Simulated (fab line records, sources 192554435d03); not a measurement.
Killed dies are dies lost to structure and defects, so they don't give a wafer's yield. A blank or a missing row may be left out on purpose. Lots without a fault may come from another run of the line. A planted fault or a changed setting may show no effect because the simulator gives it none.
Split-lot experiment | flow n5_finfet | 7 lots, 21 wafers read, on a route of 1938 steps

THE SPLIT
At N5_DUMMY_GATE_EXPOSE_12 (exposes mask GATE, target cd 25 nm), the setting dose_mj was moved away from the recipe's 34 on 7 of the 21 wafers read, by -6.9% to +2.8%. The other wafers ran this setting at the recipe's value.

FROM THE SPLIT TO THE READING: what the file shows between them, 14 steps
- N5_DUMMY_GATE_PEB_13: peb time 60 s
- N5_DUMMY_GATE_DEVELOP_14: develop time 30 s
- N5_DUMMY_GATE_CD_MEAS_15: target cd 25.8 nm
- N5_DUMMY_GATE_DESCUM_20: chemistry O2, time 6.2 s
- N5_DUMMY_GATE_ETCH_29: etches underlayer in N2/H2, target depth 13 nm
- N5_DUMMY_GATE_ETCH_36: etches SiARC in CF4, target depth 13 nm
- N5_DUMMY_GATE_ETCH_37: etches SOC in N2/H2, target depth 60 nm, overetch 30 nm
- N5_DUMMY_GATE_STRIP_38: strips in N2/H2
- N5_DUMMY_GATE_STRIP_39: strips in N2/H2
- N5_DUMMY_GATE_TRIM_49: chemistry O2, time 29 s, target cd 14 nm
- N5_DUMMY_GATE_STRIP_40: strips in CF4
- N5_DUMMY_GATE_ETCH_32: etches SiO2 in CF4, target depth 3.5 nm, time 3.9 s
- N5_DUMMY_GATE_ETCH_23: etches poly-Si in HBr/Cl2/O2, target depth 41 nm, time 22.3 s
- N5_DUMMY_GATE_ETCH_44: etches poly-Si in HBr/O2, stops on SiO2, target depth 127.5 nm

THE READING
cd_nm, in nm, at N5_DUMMY_GATE_CD_MEAS_24 (target cd 15 nm). Fault-free wafers of this fab line usually give 15.0 nm, standard deviation 0.35 nm.

wafer  | tool, chamber at the split | dose_mj as run | against the recipe | cd_nm, nm | against lot-mates on the recipe
L074.1 | euv_scanner-01, 0          | 32.88          | -3.3%              | 16.7      | no lot-mate on the recipe
L074.2 | euv_scanner-01, 0          | 32.88          | -3.3%              | 16.6      | no lot-mate on the recipe
L074.5 | euv_scanner-01, 0          | 32.88          | -3.3%              | 16.5      | no lot-mate on the recipe
L075.1 | euv_scanner-02, 0          | 34             | recipe             | 15.1      | -
L075.2 | euv_scanner-02, 0          | 34             | recipe             | 15.2      | -
L075.3 | euv_scanner-02, 0          | 34             | recipe             | 15.5      | -
L077.1 | euv_scanner-01, 0          | 31.65          | -6.9%              | 16.6      | +1.8
L077.3 | euv_scanner-01, 0          | 31.65          | -6.9%              | 16.5      | +1.7
L077.5 | euv_scanner-01, 0          | 34             | recipe             | 14.8      | -
L080.1 | euv_scanner-02, 0          | 34             | recipe             | 14.5      | -
L080.2 | euv_scanner-02, 0          | 34             | recipe             | 14.8      | -
L080.6 | euv_scanner-02, 0          | 33.35          | -1.9%              | 14.6      | -0.1
L088.1 | euv_scanner-02, 0          | 34             | recipe             | 15.0      | -
L088.2 | euv_scanner-02, 0          | 34.95          | +2.8%              | 14.6      | -0.6
L088.4 | euv_scanner-02, 0          | 34             | recipe             | 15.3      | -
L092.1 | euv_scanner-02, 0          | 34             | recipe             | 14.8      | -
L092.2 | euv_scanner-02, 0          | 34             | recipe             | 14.9      | -
L092.3 | euv_scanner-02, 0          | 34             | recipe             | 14.2      | -
L093.1 | euv_scanner-02, 0          | 34             | recipe             | 15.2      | -
L093.2 | euv_scanner-02, 0          | 34             | recipe             | 15.2      | -
L093.5 | euv_scanner-02, 0          | 34             | recipe             | 14.7      | -

THE FIT
A straight line over all 21 wafers: cd_nm changes by -0.268 nm for each +1% of dose_mj; r = -0.81; the points scatter about the line by 0.47 nm.
The same after taking each lot's own level away (the mean of its wafers on the recipe; 18 wafers): -0.241 nm for each +1%; r = -0.93; scatter 0.24 nm.
On that fit, the largest move of dose_mj shifts the reading by 1.7 nm.
The lots' own levels span 14.63 to 15.27 nm, that is 1.8 times the standard deviation above.
So the lot-to-lot level changes the slope: the two fits differ.
Check: with one of the wafers moved furthest among these (-6.9%) left out of the fit, the line predicts +1.53 nm for it against its lot-mates. It came out at +1.8 nm against them.

OTHER SPLITS ON THESE WAFERS
These wafers also went through other splits before the reading. Each is held against what the fit with the lots' levels taken away leaves over:
other split on the same wafers | wafers away from the commonest value | r with cd_nm (lot level and that fit taken away)
N5_FIN_SAQP_PEB_14 peb_time_s  | 7                                    | +0.25
N5_FIN_SAQP_ETCH_65 time_s     | 6                                    | +0.06
N5_DUMMY_GATE_COAT_09 spin_rpm | 8                                    | +0.20

THE WHOLE CHAIN: every reading that the file lists as answering this split, in the file's order
step                     | what it does                                                   | reading                                                           | change (the file's fit)               | r (the file's)
N5_DUMMY_GATE_CD_MEAS_15 | target cd 25.8 nm                                              | cd_nm                                                             | -0.255 nm for each +1% of the setting | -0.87
N5_DUMMY_GATE_TRIM_49    | chemistry O2, time 29 s, target cd 14 nm                       | DUMMY_GATE.cd_nm (the simulator's own value, which no gauge read) | -0.223 nm for each +1% of the setting | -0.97
N5_DUMMY_GATE_ETCH_44    | etches poly-Si in HBr/O2, stops on SiO2, target depth 127.5 nm | DUMMY_GATE.cd_nm (the simulator's own value, which no gauge read) | -0.233 nm for each +1% of the setting | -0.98
N5_DUMMY_GATE_CD_MEAS_24 | target cd 15 nm                                                | cd_nm                                                             | -0.231 nm for each +1% of the setting | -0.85

THE FILE'S OWN FIT
cd_nm changes by -0.231 nm for each +1% of dose_mj, r = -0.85.
